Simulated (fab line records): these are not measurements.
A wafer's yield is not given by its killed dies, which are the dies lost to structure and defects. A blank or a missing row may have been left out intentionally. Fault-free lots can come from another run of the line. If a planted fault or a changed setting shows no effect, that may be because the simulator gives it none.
Chamber matching | flow n5 finfet | N5_BEOL_M5_ETCH_68 on rie diel-06: 4 sister chambers
The step etches SOC in N2/H2, target depth 80 nm, overetch 16 nm, time 120 s. 16 wafers are shown with their chamber, then 8 later ones without.

== WAFERS, EACH WITH ITS CHAMBER ==
wafer  | chamber | throttle valve pct (%) | oes product au (a.u.) | rf vpp V (V)
L106.3 | 0       | 18.1                   | 0.59                  | 525.0
L106.5 | 0       | 18.1                   | 0.58                  | 524.0
L106.6 | 1       | 17.6                   | 0.55                  | 523.6
L109.2 | 0       | 18.1                   | 0.58                  | 523.1
L109.4 | 0       | 18.1                   | 0.58                  | 524.8
L109.6 | 3       | 18.3                   | 0.56                  | 522.9
L107.2 | 1       | 17.6                   | 0.54                  | 521.5
L107.3 | 0       | 18.1                   | 0.57                  | 524.0
L107.4 | 1       | 17.6                   | 0.54                  | 523.5
L110.2 | 1       | 17.7                   | 0.54                  | 523.6
L110.5 | 1       | 17.7                   | 0.54                  | 523.4
L110.6 | 0       | 18.1                   | 0.58                  | 524.5
L111.1 | 0       | 18.2                   | 0.57                  | 523.5
L111.4 | 0       | 18.1                   | 0.57                  | 523.8
L111.5 | 1       | 17.7                   | 0.54                  | 522.7
L115.1 | 2       | 18.0                   | 0.60                  | 519.5

SIGNATURES, as means of the wafers listed above
reading            | chamber 0 | chamber 1 | chamber 2 | chamber 3 | scatter within a chamber
throttle valve pct | 18.113    | 17.650    | 18.000    | 18.300    | 0.0445
oes product au     | 0.5775    | 0.5417    | 0.6000    | 0.5600    | 0.00601
rf vpp V           | 524.087   | 523.050   | 519.500   | 522.900   | 0.729
Rule: a wafer's distance from a chamber is the root of the sum, over the readings, of the square of ((its reading less the chamber's mean) divided by the reading's scatter). The wafer belongs to the nearest chamber; if the next one is less than 2 further off, it can't be placed. The scatter: the root of (the sum of the squares of (reading less its chamber's mean) over the shown wafers, divided by (wafers less chambers)).

== WAFERS MISSING THEIR CHAMBER ==
wafer  | throttle valve pct (%) | oes product au (a.u.) | rf vpp V (V)
L115.2 | 18.3                   | 0.56                  | 523.5
L115.4 | 18.2                   | 0.56                  | 524.3
L114.3 | 18.3                   | 0.56                  | 523.5
L114.5 | 18.3                   | 0.55                  | 522.5
L114.6 | 18.0                   | 0.59                  | 518.5
L116.1 | 17.7                   | 0.53                  | 522.4
L116.3 | 18.3                   | 0.55                  | 523.3
L116.6 | 18.0                   | 0.59                  | 519.1

== WHICH CHAMBER EACH ONE RAN IN ==
wafer  | from the rows above     | in truth
L115.2 | 3                       | 3
L115.4 | can't be placed: 3 or 0 | 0
L114.3 | 3                       | 3
L114.5 | 3                       | 3
L114.6 | 2                       | 2
L116.1 | 1                       | 1
L116.3 | 3                       | 3
L116.6 | 2                       | 2
Correct placement for 7 of the 8. From these rows, 1 cannot be placed; in 1 the true chamber is one of the candidates. Wrongly placed: 0.
